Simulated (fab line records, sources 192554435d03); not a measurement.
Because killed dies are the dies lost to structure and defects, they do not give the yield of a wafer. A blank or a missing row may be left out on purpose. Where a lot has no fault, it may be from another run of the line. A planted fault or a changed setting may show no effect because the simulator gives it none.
Problem report, 8D (eight disciplines) form, completed by code || flow n5 finfet || the parts of the form that need people (team, actions taken, sign-off) are left out

## 1. THE ISSUE
Mean of etch rf on time s at N5_FIN_SAQP_ETCH_57: 15.5 s across 3 wafers in 2 lots; on wafers with no fault it is 46.5 s (standard deviation 1). That puts it -31 standard deviations away from the usual mean.
The step: etches SiNx in CH3F/O2, target depth 32.5 nm, time 46.4 s.
Seen first at day 4 20:38 on rie diel-03, wafer L443.3. The record holds 23 wafers of 8 lots with a number at this step. Rule for "out", or "out of limits": more than 4 standard deviations from the usual mean. The other wafers with a number count as sound.

## 2. WHAT THIS IS AND IS NOT
{"question": "which readings at this step", "is": "etch rf on time s", "is not": "drypump motor current A, rf vpp V, showerhead plenum p Torr, throttle valve pct"}
{"question": "which lots", "is": "L443, L444", "is not": "L435, L437, L440, L442, L454, L455"}
{"question": "which wafers of those lots", "is": "L443.3, L443.4, L444.3", "is not": "L444.5, L444.6"}
{"question": "read on which tools", "is": "rie diel-03", "is not": "rie diel-01, rie diel-05"}
{"question": "when", "is": "from day 4 20:38", "is not": "up to then (12 sound wafers); but 8 sound wafers of L444, L454, L455 came after"}

## 3. WHAT RULES OUT EACH SUSPECT
Counting: any tool at a process step up to the reading remains a suspect provided it ran every lot that is out. Sound lots after the first of them don't rule it out here, since some wafers of a struck lot are sound.
- pecvd-03 at N5_FIN_SAQP_PECVD_48 (deposits SiNx from SiH4/NH3/N2, target thk 25 nm, time 22.1 s): kept. Ran every lot that is out, first one L443 (day 4 15:14); last sound lot up to then L442 (day 4 09:15).
- rie diel-03 at N5_FIN_SAQP_ETCH_57 (etches SiNx in CH3F/O2, target depth 32.5 nm, time 46.4 s): kept. Ran every lot that is out, first one L443 (day 4 20:38); last sound lot up to then L442 (day 4 12:01). On those wafers its own readings are out: etch rf on time s.
- Within rie diel-03 at N5_FIN_SAQP_ETCH_57: the wafers that are out ran in chambers 1, 2; their sound lot-mates ran in chambers 0, 3.
Left after counting: pecvd-03 at N5_FIN_SAQP_PECVD_48, rie diel-03 at N5_FIN_SAQP_ETCH_57.

## 4. THE CAUSE (what the simulator had put in)
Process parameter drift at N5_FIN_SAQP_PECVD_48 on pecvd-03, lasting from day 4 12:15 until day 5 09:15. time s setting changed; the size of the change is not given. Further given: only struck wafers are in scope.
Counting left 2 suspects, and this tool is among them.

## 5. THE EFFECT CHAIN, in route order
One row per reading whose mean, taken over the struck wafers that have a number, lies over 3 standard deviations from the usual. Only readings whose record carries a usual standard deviation are examined. hours: median over the lots of the time between each lot's start at the first step of this table that gives one and its start at this step. sigmas: the change, counted in usual standard deviations.
{"hours": 0, "step": "N5_FIN_SAQP_ETCH_57", "reading": "etch rf on time s", "usual": "46.5 s", "on struck wafers": 15.5, "change": -31.0, "sigmas": -31}
Here are the process steps it includes:
- N5_FIN_SAQP_ETCH_57: etches SiNx in CH3F/O2, target depth 32.5 nm, time 46.4 s.
At these later measuring or inspecting steps, every struck wafer for which the step has a row has a number for every such reading, and none has moved that far: N5_BEOL_M4_RC_MEAS_101.

## 6. WHAT WOULD HAVE CAUGHT IT SOONER
In this record the first reading out of limits was taken at day 4 20:38, 8 hours after the fault began at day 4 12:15.
No tool reading at N5_FIN_SAQP_PECVD_48 that has a usual standard deviation in the record was out on any struck wafer, so an alarm limit of 4 standard deviations on those readings would not have fired.
L444, from the lots that are out (2), started N5_FIN_SAQP_PECVD_48 on pecvd-03 later than day 4 20:38. It would have been spared by a hold on the tool at that moment.
